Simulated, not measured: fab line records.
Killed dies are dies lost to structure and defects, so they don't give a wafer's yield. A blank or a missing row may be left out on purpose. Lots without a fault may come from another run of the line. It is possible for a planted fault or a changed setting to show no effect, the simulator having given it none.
Struck lot and sound lot, side by side -- flow nandHarc -- 16 steps out of a route of 1302
Sound: wafers L305.2, L305.3, L305.4. Struck: wafers L310.2, L310.3, L310.6. At the end, the cause is stated.
At each step with rows: each side's tool, then ch and its chambers, then its first start. Under that, the readings that differ: sound wafers -- struck wafers -- difference of the means -- sigmas: that difference in standard deviations of wafers without a fault.
alike: same words and numbers on both sides, and readings whose means sit less than 2 such deviations apart. not compared: any withheld reading, any reading some wafer has no value for, any bound like >300 that may hide the same value, and any number with overlapping values for which the record gives no deviation.
The two part at a step that has a row with sigmas, a row that says differs or no value, or rows on one side only. When numbers do not overlap yet have no deviation, they are printed without sigmas and do not part them. A reading missing from all wafers of one side parts the sides only when that side holds two or more wafers.

NHARC_A_ONON_D2_THK_MEAS_11: measures by ellipsometry.
  sound: filmMetro-01 at day 16 20:23; struck: filmMetro-01 at day 18 18:58
  alike: thkNm
then NHARC_A_ONON_D2_DEP_12 (target thk 1000 nm), 1 step lacking rows for these wafers.
NHARC_A_ONON_D2_THK_MEAS_14: measures by ellipsometry.
  sound: filmMetro-01 at day 16 20:58; struck: filmMetro-01 at day 18 19:32
reading,sound,struck,difference,sigmas
thkNm (nm),986 986 986,1016 1016 1016,+30,+3
then, 2 steps without rows for these wafers: NHARC_A_ONON_D2_ANNEAL_15 (time 3600 s); NHARC_A_ONON_D2_DEP_16 (target thk 1000 nm).
NHARC_A_ONON_D2_THK_MEAS_18: measures by ellipsometry.
  sound: filmMetro-02 at day 17 04:46; struck: filmMetro-02 at day 19 03:16
reading,sound,struck,difference,sigmas
thkNm (nm),1015 1019 1019,990 988 990,-28,-3
then NHARC_A_ONON_D2_DEP_19 (target thk 1000 nm), 1 step lacking rows for these wafers.
NHARC_A_ONON_D2_THK_MEAS_21: measures by ellipsometry.
  sound: filmMetro-01 at day 17 05:19; struck: filmMetro-02 at day 19 03:49
  alike: thkNm
then NHARC_A_ONON_D2_DEP_22 (target thk 1000 nm), 1 step lacking rows for these wafers.
NHARC_A_ONON_D2_THK_MEAS_24: measures by ellipsometry.
  sound: filmMetro-02 at day 17 05:53; struck: filmMetro-01 at day 19 04:23
  alike: thkNm
then NHARC_A_ONON_D2_DEP_25 (target thk 1000 nm), 1 step lacking rows for these wafers.
NHARC_A_ONON_D2_THK_MEAS_27: measures by ellipsometry.
  sound: filmMetro-01 at day 17 06:28; struck: filmMetro-02 at day 19 04:58
  alike: thkNm
NHARC_A_ONON_D2_DEP_28: target thk 1000 nm.
  sound on pecvdOnon-03 ch 0, day 17 06:34; struck on pecvdOnon-01 ch 0, day 19 05:04
NHARC_A_ONON_D2_THK_MEAS_30: measures by ellipsometry.
  sound: filmMetro-02 at day 17 07:02; struck: filmMetro-02 at day 19 05:42
reading,sound,struck,difference,sigmas
thkNm (nm),999 1000 998,1195 1198 1196,+197,+18
  not compared: hold
NHARC_A_ONON_D2_DEP_33: deposits SiO2, target thk 200 nm.
  sound on pecvd-02 ch 0,2, day 17 07:08; struck on pecvd-04 ch 0,1, day 19 07:58
reading,sound,struck,difference,sigmas
hold,- - -,awaitDispo/2.2h/release awaitDispo/2.2h/release awaitDispo/2.2h/release,no value on the sound wafers,
throttleValvePct (%),15.9 15.1 15.0,16.1 17.1 17.0,+1.4,+2
  alike: heaterPowerW
-- jump in the record: it breaks off in module A_ONON_D2 and resumes in module END (first step shown: number 1302 of the route), and 11 days separate the struck wafers' starts before and after --
NHARC_END_SORT_01:
  at this point the record logs the struck wafers (prober-01 ch 0, day 30 08:21) and has no rows for the sound ones

## WHERE THEY PART
First at NHARC_A_ONON_D2_THK_MEAS_14; last, within this record, at NHARC_END_SORT_01.

WHY: whatever the simulator had introduced
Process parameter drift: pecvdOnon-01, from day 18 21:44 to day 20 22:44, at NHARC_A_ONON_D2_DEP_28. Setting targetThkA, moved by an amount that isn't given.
